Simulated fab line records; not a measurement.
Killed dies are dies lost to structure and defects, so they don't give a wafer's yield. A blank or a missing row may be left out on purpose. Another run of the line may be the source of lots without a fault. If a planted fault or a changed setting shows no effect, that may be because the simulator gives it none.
Struck lot and sound lot, side by side	flow n5-finfet	17 out of 1938 route steps
Sound: the wafers L584.2, L584.3, L584.4. The struck wafers were L588.3, L588.4, L588.5. The cause is named last.
Order at every step that has rows: each side's tool, ch and its chambers, its first start. Under that, the readings that differ: sound wafers	struck wafers	difference of the means	sigmas: that difference in standard deviations of wafers without a fault.
alike: words and numbers the same on both sides, and readings whose means are apart by under 2 such deviations; not compared: readings that were withheld, readings missing a value for some wafer, numbers with overlapping values and no deviation given by the record, and bounds like >300 which may hide the same value.
The two part at a step that has a row with sigmas, a row that says differs or no value, or rows on one side only. Numbers that don't overlap but have no deviation are shown without sigmas and don't part them. Lack of a reading on every wafer of one side parts them only where that side has two or more wafers.

N5_PMOS_HMC_CHANNEL_EPI_HM_DEP_34: deposits SiO2 from TEOS/O2, target thk 36 nm, time 6.9 s.
  sound on pecvd-01 ch 0,1,2, day 3 04:45; struck on pecvd-04 ch 0,2, day 4 05:21
  alike: heater-power-w, showerhead-plenum-p-Torr, susceptor-temp-C, throttle-valve-pct
  not compared: since-wet-clean-h
then, 7 steps without rows for these wafers: N5_PMOS_HMC_CHANNEL_EPI_COAT_31 (time 60 s, resist thk 66 nm); N5_PMOS_HMC_CHANNEL_EPI_COAT_03 (resist thk 205 nm); N5_PMOS_HMC_CHANNEL_EPI_EBR_05; N5_PMOS_HMC_CHANNEL_EPI_SOFTBAKE_04 (time 60 s); N5_PMOS_HMC_CHANNEL_EPI_EXPOSE_06 (exposes mask PMOS HMC BLK, target cd 240 nm); N5_PMOS_HMC_CHANNEL_EPI_PEB_07 (peb time 60 s); N5_PMOS_HMC_CHANNEL_EPI_DEVELOP_08 (develop time 30 s).
N5_PMOS_HMC_CHANNEL_EPI_CD_MEAS_09: the cd target is 237.4 nm.
  sound on cd-sem-02 ch 0, day 3 05:10; struck on cd-sem-02 ch 0, day 4 05:46
  alike: cd-nm
N5_PMOS_HMC_CHANNEL_EPI_OVL_MEAS_10:
  sound on overlay-02 ch 0, day 3 05:11; struck on overlay-01 ch 0, day 4 05:47
  alike: PMOS_HMC_BLK_OVL
N5_PMOS_HMC_CHANNEL_EPI_INSPECT_11: inspects for defects (macro).
  sound: defect-inspect-01 at day 3 05:13; struck: defect-inspect-01 at day 4 05:49
  alike: raw-defect-count
N5_PMOS_HMC_CHANNEL_EPI_DESCUM_14: chemistry O2, time 7.9 s.
  sound on rie-diel-01 ch 1,2,3, day 3 05:14; struck on rie-diel-01 ch 1,2,3, day 4 05:50
  alike: drypump-motor-current-A, oes-product-au, rf-vpp-V, showerhead-plenum-p-Torr, throttle-valve-pct
  not compared: rf-hours-counter-h
N5_PMOS_HMC_CHANNEL_EPI_ETCH_32: etches BARC in N2/H2, stops on SiO2, target depth 85.8 nm, time 50.3 s.
  sound on rie-diel-01 ch 1,2,3, day 3 05:17; struck on rie-diel-01 ch 1,2,3, day 4 05:53
reading	sound	struck	difference	sigmas
bias-w (W)	149.8 150.1 149.9	171.8 171.4 170.4	+21.3	+43
rf-vpp-V (V)	525.2 522.4 524.7	566.6 569.9 571.5	+45.2	+17
model.CAR-ArF-block_of_PMOS_HMC_CHANNEL_EPI_COAT_03.thk-nm (nm)	132.4 131.8 133.2	130 130.1 129.6	-3	
  alike: drypump-motor-current-A, h2-flow-sccm, oes-product-au, showerhead-plenum-p-Torr, throttle-valve-pct
  not compared: rf-hours-counter-h
N5_PMOS_HMC_CHANNEL_EPI_HM_OPEN_15: chemistry CHF3/O2, target SiO2, target depth 40.6 nm, time 20.3 s.
  sound on rie-diel-01 ch 1,2,3, day 3 05:19; struck on rie-diel-01 ch 1,2,3, day 4 05:55
reading	sound	struck	difference	sigmas
model.CAR-ArF-block_of_PMOS_HMC_CHANNEL_EPI_COAT_03.thk-nm (nm)	92.18 91.68 92.83	89.48 89.71 88.97	-2.84	
  alike: bias-w, drypump-motor-current-A, oes-product-au, rf-vpp-V, showerhead-plenum-p-Torr, throttle-valve-pct
  not compared: rf-hours-counter-h
N5_PMOS_HMC_CHANNEL_EPI_STRIP_33: strips in N2/H2.
  sound on rie-diel-01 ch 1,2,3, day 3 05:23; struck on rie-diel-01 ch 1,2,3, day 4 05:58
  alike: drypump-motor-current-A, h2-flow-sccm, oes-product-au, rf-vpp-V, showerhead-plenum-p-Torr, throttle-valve-pct
  not compared: rf-hours-counter-h
-- a jump in the record: the struck wafers' starts before and after are 6 days apart (it breaks off in module PMOS_HMC_CHANNEL_EPI and resumes in module BEOL_M4, where the first step shown is number 1111 of the route) --
N5_BEOL_M4_RC_MEAS_101:
  sound on prober-01 ch 0, day 10 05:29; struck on prober-02 ch 0, day 10 13:29
  alike: DIBL_N, DIBL_P, IOFF_N, IOFF_P, ION_N, ION_P, SS_N, SS_P, VT_N, VT_P
-- a jump in the record: the struck wafers' starts before and after are 4 days apart (it breaks off in module BEOL_M4 and resumes in module PASSIVATION, where the first step shown is number 1936 of the route) --
N5_PASSIVATION_PROBE_49:
  record: rows for the struck wafers here (prober-01, day 14 18:14), none for the sound ones

## WHERE THEY PART
Last at N5_PASSIVATION_PROBE_49 as far as this record goes, first at N5_PMOS_HMC_CHANNEL_EPI_ETCH_32.

WHY: what had been put in by the simulator
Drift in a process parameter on rie-diel-01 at N5_PMOS_HMC_CHANNEL_EPI_ETCH_32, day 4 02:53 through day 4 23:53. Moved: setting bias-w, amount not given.
